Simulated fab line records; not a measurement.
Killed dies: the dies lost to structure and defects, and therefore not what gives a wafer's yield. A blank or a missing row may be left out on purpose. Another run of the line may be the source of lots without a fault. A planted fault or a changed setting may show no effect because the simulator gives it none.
fab line records -- flow n5Finfet
record lots=12, wafers=34, lastDay=17
route steps=1938 shown ILD0@343 TV_OPEN@1887 PAD_METAL@1894 PASSIVATION@1926
lots that met no fault: taken from a fault-free run of the same line
startH: the number of hours between the record's first day and the start of the first shown wafer of the lot -- waitH: hours from the lot's prior step to this one -- " same as the row above -- L1.1+2: a row that stands for several wafers -- - either no value or no given start -- * or withheld: withheld -- < > ~ a bound
route shown NAME@n: a module of which the file shows steps, and the number in the route of the first -- usual: mean and standard deviation over wafers with no fault -- same: alike in all rows -- chamber/n: place in a boat -- sites: readings site by site -- _std_site: the standard deviation of these -- _edge_site: mean of outer sites minus mean of inner sites -- radiusMm: for every site, how far away it sits from the centre of the wafer -- mask NAME#n: copy n -- behind: the most recent tool/chamber to have shaped the wafer -- hold: why the lot was held/for how many hours/how that ended -- device: whichever transistor did not switch (one of n, p or np) -- end of line: tests of these same wafers at the route's end -- step lacking rows: just its recipe -- killed: dies lost to structure and defects at the first sort, not the wafer's yield -- map: the dies of a wafer, with x for killed, . for not killed, _ for no die there
set.NAME: the setting the step ran with; set.NAME@STEP: the setting that earlier step ran with -- model.NAME: the simulator's own value behind a step, which no gauge read
steps of the route over a sample of lots; a table a step, a row a wafer
services: when a tool's chamber went out of use (startH, in hours from the record's first day, below 0 if earlier), for how many hours, and the reason
## steps
# step N5_ILD0_ALD_15
# recipe material=SiNx, targetThkA=240, tempC=400, aldPrecursorFamily=SiH2I2, aldCoReactant=N2/H2-plasma, pulseTimeS=1, aldCycles=480, purgeTimeS=2, coReactantPurgeTimeS=2, pressureTorr=2
# usual heaterPowerW=854/99, precursorPulseHeightRel=0.999/0.021
lot.wafer,tool,chamber,startH,waitH,heaterPowerW,precursorPulseHeightRel
L351.2,aldSin-04,0,62.41,0.5,920,1.032
L351.3,aldSin-04,1,62.41,0.5,789,1.003
L351.4,aldSin-04,2,62.41,0.5,930,0.989
L352.1,aldSin-02,2,69.00,1.0,742,0.978
L352.4,aldSin-02,3,69.00,1.0,850,0.997
L352.6,aldSin-02,0,70.09,1.5,682,0.976
L353.2,aldSin-01,0,73.34,0.5,811,1.016
L353.3,aldSin-01,2,73.34,0.5,1049,0.986
L353.5,aldSin-01,2,74.42,1.2,1046,0.992
L357.5,aldSin-04,3,104.07,1.2,771,0.998
L357.6,aldSin-04,0,104.07,1.2,883,1.020
L358.3,aldSin-04,3,107.20,0.4,751,0.995
L358.5,aldSin-04,2,108.29,1.2,949,1.002
L358.6,aldSin-04,3,108.29,1.2,755,0.998
L359.2,aldSin-01,3,111.28,0.6,803,0.991
L359.3,aldSin-01,2,111.28,0.6,1083,0.998
L360.1,aldSin-02,1,116.42,0.8,934,1.012
L360.3,aldSin-02,3,116.42,0.8,837,1.013
L360.4,aldSin-02,2,116.42,0.8,727,1.011
L363.1,aldSin-01,3,136.19,0.6,797,0.968
L363.2,aldSin-01,2,136.19,0.6,1101,0.993
L363.4,aldSin-01,1,136.19,0.6,902,0.997
L366.1,aldSin-01,1,153.88,0.6,906,1.013
L366.2,aldSin-01,0,153.88,0.6,860,0.999
L366.3,aldSin-01,3,153.88,0.6,810,1.005
L371.3,aldSin-02,2,186.46,0.9,737,0.995
L371.4,aldSin-02,1,186.46,0.9,933,1.016
L371.6,aldSin-02,2,187.55,1.6,751,0.993
L372.2,aldSin-04,2,188.88,0.5,926,1.012
L372.3,aldSin-04,1,188.88,0.5,817,0.994
L372.6,aldSin-04,2,189.97,1.2,943,0.997
L373.1,aldSin-04,0,196.86,0.6,896,0.982
L373.4,aldSin-04,3,196.86,0.6,764,0.991
L373.6,aldSin-04,2,197.95,1.1,950,1.010
# step N5_PASSIVATION_PASS_ETCH_74
# recipe chemistry=CF4/O2, target=SiNx, targetDepthA=2200, timeS=110, ionEnergyEv=100, pressureMtorr=40, sourceW=535, biasW=49, Ar_flow_sccm=100, cf4FlowSccm=100, O2_flow_sccm=10
# usual drypumpMotorCurrentA=5.6/0.31, oes_o_777_au=0.81/0.086, oesProductAu=0.81/0.084, rfVppV=241/3.8, showerheadPlenumPTorr=2.22/0.046, throttleValvePct=15.93/0.18
lot.wafer,tool,chamber,startH,waitH,drypumpMotorCurrentA,oes_o_777_au,oesProductAu,rfHoursCounterH,rfVppV,showerheadPlenumPTorr,throttleValvePct
L351.2,rieDiel-01,3,267.47,0.0,5.8,0.69,0.71,229,246,2.27,15.89
L351.3,rieDiel-01,1,267.47,0.0,5.9,0.99,0.96,5,242,2.25,15.98
L351.4,rieDiel-01,0,267.47,0.0,6.1,0.86,0.84,-,238,2.24,15.94
L352.1,rieDiel-05,1,270.60,0.0,5.3,0.80,0.80,113,247,2.21,15.77
L352.4,rieDiel-05,2,270.60,0.0,5.5,0.81,0.82,79,245,2.23,15.96
L352.6,rieDiel-05,1,270.60,0.0,5.3,0.80,0.80,-,248,2.21,15.78
L353.2,rieDiel-05,1,272.68,0.0,5.3,0.80,0.80,114,246,2.20,15.79
L353.3,rieDiel-05,0,272.68,0.0,6.0,0.73,0.74,192,244,2.29,15.96
L353.5,rieDiel-05,0,272.68,0.0,6.0,0.72,0.73,-,244,2.29,15.97
L358.3,rieDiel-05,1,312.39,0.0,5.2,0.79,0.79,127,248,2.20,15.79
L358.5,rieDiel-05,0,312.39,0.0,6.1,0.72,0.72,-,243,2.29,16.00
L358.6,rieDiel-05,2,312.39,0.0,5.6,0.79,0.81,-,245,2.23,16.00
L359.2,rieDiel-06,2,313.61,0.0,5.5,0.70,0.68,230,235,2.18,16.22
L359.3,rieDiel-06,3,313.61,0.0,5.3,0.79,0.80,117,237,2.13,16.02
L357.5,rieDiel-05,1,320.81,0.0,5.3,0.77,0.79,-,248,2.20,15.79
L357.6,rieDiel-05,0,320.81,0.0,6.0,0.72,0.72,-,243,2.29,16.00
L360.1,rieDiel-05,0,324.68,0.0,6.0,0.71,0.72,211,242,2.29,16.01
L360.3,rieDiel-05,2,324.68,0.0,5.5,0.79,0.80,97,246,2.22,16.01
L360.4,rieDiel-05,1,324.68,0.0,5.3,0.78,0.78,132,247,2.20,15.80
L363.1,rieDiel-01,0,333.28,0.0,6.1,0.83,0.80,68,237,2.23,15.99
L363.2,rieDiel-01,1,333.28,0.0,6.0,0.92,0.90,28,241,2.25,16.01
L363.4,rieDiel-01,1,333.28,0.0,6.0,0.93,0.91,-,243,2.25,16.01
L366.1,rieDiel-01,0,356.04,0.0,6.1,0.82,0.79,80,237,2.23,16.01
L366.2,rieDiel-01,2,356.04,0.0,5.3,0.91,0.90,32,239,2.16,15.68
L366.3,rieDiel-01,1,356.04,0.0,5.9,0.90,0.89,40,244,2.24,16.04
L371.3,rieDiel-01,3,385.73,0.0,5.8,0.90,0.94,11,246,2.26,15.47
L371.4,rieDiel-01,1,385.73,0.0,5.9,0.88,0.86,49,242,2.24,16.05
L371.6,rieDiel-01,3,385.73,0.0,5.8,0.90,0.95,-,245,2.26,15.47
L372.2,rieDiel-06,3,388.36,0.0,5.3,0.78,0.78,135,237,2.13,16.05
L372.3,rieDiel-06,0,388.36,0.0,5.8,0.65,0.67,229,238,2.26,16.15
L372.6,rieDiel-06,0,388.36,0.0,5.8,0.66,0.68,-,239,2.26,16.16
L373.1,rieDiel-06,3,406.44,0.0,5.3,0.77,0.77,140,236,2.13,16.05
L373.4,rieDiel-06,3,406.44,0.0,5.3,0.77,0.77,-,237,2.13,16.07
L373.6,rieDiel-06,1,406.44,0.0,5.3,0.82,0.83,-,239,2.25,15.78
# step N5_PASSIVATION_PRE_CLEAN_19
# recipe gas=H2/He, timeS=*, tempC=*
# usual heaterPowerW=471/65
lot.wafer,tool,chamber,startH,waitH,heaterPowerW
L351.2,pvdSputter-03,-,268.12,0.0,503
L351.3,pvdSputter-03,-,268.12,0.0,496
L351.4,pvdSputter-03,-,268.12,0.0,397
L352.1,pvdSputter-01,-,273.03,0.0,424
L352.4,pvdSputter-01,-,273.03,0.0,367
L352.6,pvdSputter-01,-,273.03,0.0,382
L353.2,pvdSputter-02,-,273.75,0.0,528
L353.3,pvdSputter-02,-,273.75,0.0,395
L353.5,pvdSputter-02,-,273.75,0.0,491
L358.3,pvdSputter-02,-,313.45,0.0,502
L358.5,pvdSputter-02,-,313.45,0.0,513
L358.6,pvdSputter-02,-,313.45,0.0,505
L359.2,pvdSputter-01,-,314.40,0.0,437
L359.3,pvdSputter-01,-,314.40,0.0,379
L357.5,pvdSputter-03,-,321.48,0.0,591
L357.6,pvdSputter-03,-,321.48,0.0,507
L360.1,pvdSputter-01,-,325.54,0.0,368
L360.3,pvdSputter-01,-,325.54,0.0,444
L360.4,pvdSputter-01,-,325.54,0.0,378
L363.1,pvdSputter-03,-,334.27,0.0,591
L363.2,pvdSputter-03,-,334.27,0.0,492
L363.4,pvdSputter-03,-,334.27,0.0,390
L366.1,pvdSputter-02,-,357.01,0.0,393
L366.2,pvdSputter-02,-,357.01,0.0,505
L366.3,pvdSputter-02,-,357.01,0.0,483
L371.3,pvdSputter-02,-,386.32,0.0,514
L371.4,pvdSputter-02,-,386.32,0.0,389
L371.6,pvdSputter-02,-,386.32,0.0,526
L372.2,pvdSputter-03,-,389.07,0.0,392
L372.3,pvdSputter-03,-,389.07,0.0,497
L372.6,pvdSputter-03,-,389.07,0.0,591
L373.1,pvdSputter-03,-,407.41,0.0,398
L373.4,pvdSputter-03,-,407.41,0.0,503
L373.6,pvdSputter-03,-,407.41,0.0,387
# step N5_PASSIVATION_OVL_MEAS_66
# recipe pointsPerWafer=44
# usual PASS_OPEN_OVL=-2/5.4
lot.wafer,tool,chamber,startH,waitH,PASS_OPEN_OVL[nm]
L351.2,overlay-02,0,270.49,0.0,4
L351.3,overlay-02,0,270.49,0.0,4
L351.4,overlay-02,0,270.49,0.0,3
L352.1,overlay-01,0,275.70,0.0,2
L352.4,overlay-01,0,275.70,0.0,-2
L352.6,overlay-01,0,275.70,0.0,-6
L353.2,overlay-01,0,276.17,0.0,-1
L353.3,overlay-01,0,276.17,0.0,-1
L353.5,overlay-01,0,276.17,0.0,-1
L358.3,overlay-02,0,316.01,0.0,1
L358.5,overlay-02,0,316.01,0.0,3
L358.6,overlay-02,0,316.01,0.0,3
L359.2,overlay-02,0,316.78,0.0,-14
L359.3,overlay-02,0,316.78,0.0,-10
L357.5,overlay-01,0,324.02,0.0,-5
L357.6,overlay-01,0,324.02,0.0,4
L360.1,overlay-02,0,328.17,0.0,9
L360.3,overlay-02,0,328.17,0.0,5
L360.4,overlay-02,0,328.17,0.0,8
L363.1,overlay-01,0,336.72,0.0,-6
L363.2,overlay-01,0,336.72,0.0,-6
L363.4,overlay-01,0,336.72,0.0,-5
L366.1,overlay-01,0,359.58,0.0,-11
L366.2,overlay-01,0,359.58,0.0,-13
L366.3,overlay-01,0,359.58,0.0,-14
L371.3,overlay-01,0,388.82,0.0,2
L371.4,overlay-01,0,388.82,0.0,-8
L371.6,overlay-01,0,388.82,0.0,-4
L372.2,overlay-01,0,392.25,0.0,1
L372.3,overlay-01,0,392.25,0.0,1
L372.6,overlay-01,0,392.25,0.0,-7
L373.1,overlay-01,0,409.82,0.0,2
L373.4,overlay-01,0,409.82,0.0,-3
L373.6,overlay-01,0,409.82,0.0,4
# step N5_PASSIVATION_PROBE_49
# usual defectLimitedYield=91.7/1.7, killed_at_M0_to_M3=34/10, killed_at_M4_up=13/5.1, killedAtContacts=12/6.2, killedAtFrontEnd=36/12, killedAtOther=3.2/2.6, killedDies=98/20, killedOnRim=13/4.5, killedOpen=65/13, killedShort=32/8.4, sort_bin_5_function=4.8/1.1, sort_bin_6_memory=3.2/0.74, sort_bin_8_speed=0.00/0.012, sortNPass=1082/20, sortYieldPct=91.7/1.7
# same grossDies=1180, killedAtBackSide=0, sort_bin_4_leakage[%]=0
lot.wafer,tool,chamber,startH,waitH,defectLimitedYield[%],killed_at_M0_to_M3,killed_at_M4_up,killedAtContacts,killedAtFrontEnd,killedAtOther,killedDies,killedOnRim,killedOpen,killedShort,sort_bin_5_function[%],sort_bin_6_memory[%],sort_bin_8_speed[%],sortNPass,sortYieldPct[%]
L353.2,prober-01,-,279.94,0.1,93.5,28,16,9,22,2,77,11,53,21,3.9,2.5,0,1103,93.5
L353.3,prober-01,-,279.99,0.1,93.6,40,10,11,15,0,76,6,54,21,3.3,3.0,0,1104,93.6
L353.5,prober-01,-,280.09,0.2,92.9,23,13,11,35,2,84,2,48,36,3.7,3.2,0,1096,92.9
L357.5,prober-02,-,327.34,0.2,93.1,22,13,3,41,2,81,16,45,27,3.5,2.3,0,1099,93.1
L357.6,prober-02,-,327.39,0.3,93.4,16,8,14,38,2,78,12,56,22,3.6,2.8,0,1102,93.4
L360.1,prober-02,-,331.27,0.0,88.7,35,13,10,73,2,133,20,81,51,6.9,3.9,0,1047,88.7
L360.3,prober-02,-,331.37,0.1,87.1,73,13,4,56,6,152,24,87,64,6.9,5.3,0,1028,87.1
L360.4,prober-02,-,331.42,0.2,88.9,38,23,12,54,4,131,17,78,53,6.9,4.0,0,1049,88.9
L363.1,prober-01,-,339.82,0.0,93.3,21,15,2,38,3,79,8,54,25,3.2,3.1,0,1101,93.3
L363.2,prober-01,-,339.87,0.1,92.5,32,11,6,37,3,89,15,59,30,4.8,2.6,0,1091,92.5
L363.4,prober-01,-,339.97,0.2,94.6,14,17,4,21,8,64,8,45,19,3.5,1.9,0,1116,94.6
L366.1,prober-01,-,362.68,0.0,89.9,28,8,10,68,5,119,43,56,31,4.7,2.5,0,1061,89.9
L366.2,prober-01,-,362.73,0.1,84.0,50,4,8,125,2,189,91,63,23,4.2,3.1,0,991,84.0
L366.3,prober-01,-,362.78,0.1,92.2,32,17,8,28,7,92,14,58,32,4.7,2.7,0,1088,92.2
# killed by level:class
L353.2 MOL_CONTACT_COAG:geometricParticle:open=7 STI_FIN_REVEAL:geometricParticle:open=5 DUMMY_GATE:geometricParticle:open=5 BEOL_M0_SAQP:geometricParticle:open=5 BEOL_M0_SAQP:geometricParticle:short=5 BEOL_M2:geometricParticle:open=5 BEOL_M3:geometricParticle:open=5 BEOL_M5:geometricParticle:open=5
L353.3 MOL_CONTACT_COAG:geometricParticle:open=9 BEOL_M2:geometricParticle:open=9 BEOL_M0_SAQP:geometricParticle:short=8 BEOL_M3:geometricParticle:open=8 BEOL_M0_SAQP:geometricParticle:open=7 STI_FIN_REVEAL:geometricParticle:open=5 BEOL_M1:geometricParticle:open=5 DUMMY_GATE:geometricParticle:open=3
L353.5 GATE_CUT:geometricParticle:short=9 MOL_CONTACT_COAG:geometricParticle:open=7 BEOL_M1:geometricParticle:open=6 MOL_CONTACT_COAG:geometricParticle:short=4 STARTING-WAFER:geometricParticle:open=4 BEOL_M1:geometricParticle:short=4 BEOL_M3:geometricParticle:short=4 BEOL_M4:geometricParticle:open=4
L357.5 FIN_SAQP:geometricParticle:open=10 HKMG_FIN:areaEtch=9 FIN_SAQP:geometricParticle:short=8 BEOL_M3:geometricParticle:open=7 STI_FIN_REVEAL:geometricParticle:open=6 BEOL_M0_SAQP:geometricParticle:short=4 MOL_CONTACT_COAG:geometricParticle:open=3 BEOL_M0:geometricParticle:open=3
L357.6 MOL_CONTACT_COAG:geometricParticle:open=12 STI_FIN_REVEAL:geometricParticle:open=9 FIN_SAQP:geometricParticle:short=7 BEOL_M3:geometricParticle:open=6 FIN_SAQP:geometricParticle:open=5 STARTING-WAFER:geometricParticle:open=5 BEOL_M1:geometricParticle:open=4 BEOL_M2:geometricParticle:open=3
L360.1 FIN_SAQP:geometricParticle:short=23 FIN_SAQP:geometricParticle:open=11 STI_FIN_REVEAL:geometricParticle:open=11 BEOL_M0_SAQP:geometricParticle:open=9 DUMMY_GATE:geometricParticle:open=8 MOL_CONTACT_COAG:geometricParticle:open=8 BEOL_M0_SAQP:geometricParticle:short=8 BEOL_M0:geometricParticle:open=8
L360.3 BEOL_M0_SAQP:geometricParticle:short=21 BEOL_M0_SAQP:geometricParticle:open=18 FIN_SAQP:geometricParticle:open=16 BEOL_M1:geometricParticle:open=16 BEOL_M1:geometricParticle:short=9 STI_FIN_REVEAL:geometricParticle:open=8 DUMMY_GATE:geometricParticle:open=8 BEOL_M4:geometricParticle:short=8
L360.4 FIN_SAQP:geometricParticle:short=17 BEOL_M0_SAQP:geometricParticle:short=14 FIN_SAQP:geometricParticle:open=13 BEOL_M0_SAQP:geometricParticle:open=12 DUMMY_GATE:geometricParticle:open=9 MOL_CONTACT_COAG:geometricParticle:open=9 BEOL_M4:geometricParticle:open=9 BEOL_M4:geometricParticle:short=6
L363.1 STI_FIN_REVEAL:geometricParticle:open=12 BEOL_M3:geometricParticle:open=7 BEOL_M1:geometricParticle:open=6 BEOL_M4:geometricParticle:open=6 GATE_CUT:geometricParticle:short=5 FIN_SAQP:geometricParticle:short=4 FIN_SAQP:geometricParticle:open=4 BEOL_M3:geometricParticle:short=3
L363.2 FIN_SAQP:geometricParticle:short=8 STI_FIN_REVEAL:geometricParticle:open=7 BEOL_M3:geometricParticle:open=7 GATE_CUT:geometricParticle:short=5 MOL_CONTACT_COAG:geometricParticle:open=5 BEOL_M0_SAQP:geometricParticle:short=5 BEOL_M0_SAQP:geometricParticle:open=5 BEOL_M1:geometricParticle:open=5
L363.4 BEOL_M4:geometricParticle:open=11 STI_FIN_REVEAL:geometricParticle:open=7 BEOL_M3:geometricParticle:open=7 FIN_SAQP:geometricParticle:short=3 MOL_CONTACT_COAG:geometricParticle:open=3 BEOL_M0_SAQP:geometricParticle:open=3 PAD_METAL:geometricParticle:open=3 DUMMY_GATE:geometricParticle:open=2
L366.1 ILD0:areaAld=30 MOL_CONTACT_COAG:geometricParticle:open=9 DUMMY_GATE:geometricParticle:open=7 FIN_SAQP:geometricParticle:short=6 BEOL_M0_SAQP:geometricParticle:short=6 FIN_SAQP:geometricParticle:open=5 STI_FIN_REVEAL:geometricParticle:open=5 BEOL_M1:geometricParticle:open=5
L366.2 ILD0:areaAld=103 BEOL_M0_SAQP:geometricParticle:open=19 BEOL_M0_SAQP:geometricParticle:short=9 BEOL_M3:geometricParticle:open=8 BEOL_M2:geometricParticle:open=7 MOL_CONTACT_COAG:geometricParticle:open=6 DUMMY_GATE:geometricParticle:open=5 FIN_SAQP:geometricParticle:open=4
L366.3 BEOL_M0_SAQP:geometricParticle:open=12 BEOL_M0_SAQP:geometricParticle:short=12 BEOL_M4:geometricParticle:open=9 MOL_CONTACT_COAG:geometricParticle:open=7 STI_FIN_REVEAL:geometricParticle:open=5 FIN_SAQP:geometricParticle:short=4 BEOL_M8:geometricParticle:open=4 DUMMY_GATE:geometricParticle:open=3
## services
tool,chamber,startH,hours,kind
pvdSputter-02,-,39.44,2.1,repair
aldSin-01,-,50.80,6.6,repair
aldSin-02,1,60.81,2.9,repair
pvdSputter-03,-,64.50,2.0,repair
pvdSputter-02,-,67.79,1.1,repair
rieDiel-05,1,73.51,5.2,repair
aldSin-01,-,85.29,14.0,pm
pvdSputter-02,-,92.63,0.5,repair
pvdSputter-01,-,98.12,1.5,repair
rieDiel-06,1,130.63,9.8,repair
aldSin-01,3,141.04,5.9,repair
rieDiel-01,3,157.99,1.5,repair
aldSin-02,2,202.57,4.8,repair
aldSin-04,2,218.00,5.9,repair
aldSin-02,2,219.17,9.0,repair
aldSin-02,-,256.16,1.2,repair
aldSin-04,-,268.25,14.0,pm
aldSin-01,1,320.17,9.0,repair
aldSin-01,1,348.07,7.2,repair
aldSin-04,-,369.30,0.7,repair
aldSin-02,-,371.98,0.3,repair
aldSin-02,-,373.81,14.0,pm
pvdSputter-03,-,393.46,7.6,repair
rieDiel-05,1,406.43,4.8,repair
## key
firstSign step=N5_PASSIVATION_PROBE_49, reading=killedAtFrontEnd, direction=up, sigmas=3.2, usual=36, struck=74, wafersMoved=2
effect step=N5_PASSIVATION_PROBE_49, reading=killedOnRim, direction=up, sigmas=8.1, usual=13, struck=49, wafersMoved=2
moreKillsBornAt N5_ILD0_ALD_15@aldSin-01=135
metAt N5_ILD0_ALD_15
struckLots L366
notActingAt N5_PASSIVATION_PASS_ETCH_74,N5_PASSIVATION_PRE_CLEAN_19,N5_PASSIVATION_OVL_MEAS_66
onsetBetween 136.19 153.88
fault kind=siteProfileDrift, tool=aldSin-01, chamber=-, onsetH=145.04, steps=N5_ILD0_ALD_15, basis=fraction, maxAbsDrift=0.45894, slopeSharePerHr=101.99, sitePattern=0,0,0,0,0,-1,-1,-1,-1
